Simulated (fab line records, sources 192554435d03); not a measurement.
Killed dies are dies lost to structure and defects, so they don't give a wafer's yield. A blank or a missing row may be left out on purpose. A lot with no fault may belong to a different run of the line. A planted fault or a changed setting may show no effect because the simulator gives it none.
Matching of chambers    flow n5_finfet    N5_GATE_CUT_CMP_02 on cmp-02 has 4 sister chambers
The step polishes, stops on SiO2, t overpolish 12.7 s, target thk 0 nm. 4 wafers are shown with their chamber, then 9 later ones without.

== EACH WAFER AND ITS CHAMBER ==
wafer   chamber  motor_current_A (A)
L086.4  3        9.6
L089.1  0        8.6
L089.4  2        8.6
L089.6  1        9.4

== WAFERS WITH NO CHAMBER GIVEN ==
wafer   motor_current_A (A)
L094.1  8.0
L094.4  9.8
L094.5  8.5
L095.1  8.7
L095.3  9.2
L095.4  9.1
L096.3  9.2
L096.4  8.7
L096.6  8.9

== CHAMBER TAKEN BY EACH ==
wafer   from the rows above                in truth
L094.1  can't be placed: 0 or 2            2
L094.4  can't be placed: 3 or 1            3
L094.5  can't be placed: 0 or 2            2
L095.1  can't be placed: 0 or 2            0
L095.3  can't be placed: 1 or 3 or 0 or 2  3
L095.4  can't be placed: 1 or 0 or 2 or 3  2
L096.3  can't be placed: 1 or 3 or 0 or 2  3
L096.4  can't be placed: 0 or 2            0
L096.6  can't be placed: 0 or 2 or 1 or 3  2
0 of 9 placed correctly. Can't be placed from these rows: 9 (the true chamber is among the candidates in 9). 0 placed wrongly.
How it was worked out, from the rows above alone: a wafer's distance from a chamber is the root of the sum, over the readings, of the square of ((its reading less the chamber's mean) divided by the reading's scatter). The wafer belongs to the nearest chamber; if the next one is less than 2 further off, it can't be placed. The mean given for a chamber averages the wafers shown for that chamber. The scatter: root of mean squared gap, hidden wafer to nearest shown wafer, with one shown wafer a chamber.
